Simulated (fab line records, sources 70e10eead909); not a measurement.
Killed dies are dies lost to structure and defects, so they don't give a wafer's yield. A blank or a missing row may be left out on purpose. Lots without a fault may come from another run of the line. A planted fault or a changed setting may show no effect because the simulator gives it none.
Chamber matching | flow nand_harc | NHARC_P_M2_DEP_33 on pecvd-01: 3 sister chambers
The step deposits SiCN, target thk 30 nm. 3 wafers are shown with their chamber, then 10 later ones without.

WAFERS WITH THEIR CHAMBER
wafer  | chamber | heater_power_outer_w (W)
L088.6 | 1       | 328
L087.1 | 0       | 407
L087.2 | 2       | 453

WAFERS WITHOUT THEIR CHAMBER
wafer  | heater_power_outer_w (W)
L087.4 | 387
L089.2 | 429
L089.3 | 391
L089.6 | 462
L091.1 | 355
L091.3 | 345
L091.6 | 352
L094.1 | 487
L094.4 | 379
L094.6 | 399

WHICH CHAMBER EACH WENT THROUGH
wafer  | from the rows above     | in truth
L087.4 | can't be placed: 0 or 1 | 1
L089.2 | can't be placed: 0 or 2 | 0
L089.3 | 0                       | 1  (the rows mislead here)
L089.6 | 2                       | 2
L091.1 | can't be placed: 1 or 0 | 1
L091.3 | 1                       | 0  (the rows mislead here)
L091.6 | can't be placed: 1 or 0 | 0
L094.1 | 2                       | 2
L094.4 | can't be placed: 0 or 1 | 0
L094.6 | 0                       | 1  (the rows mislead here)
Placed correctly: 2 of 10. Can't be placed from these rows: 5 (the true chamber is among the candidates in 5). Placed wrongly: 3.
How it was worked out, from the rows above alone: a wafer's distance from a chamber is the root of the sum, over the readings, of the square of ((its reading less the chamber's mean) divided by the reading's scatter). The wafer belongs to the nearest chamber; if the next one is less than 2 further off, it can't be placed. A chamber's mean is the mean of its shown wafers. The scatter: with one shown wafer a chamber, the root of the mean of the squares of how far each hidden wafer lies from its nearest shown one.
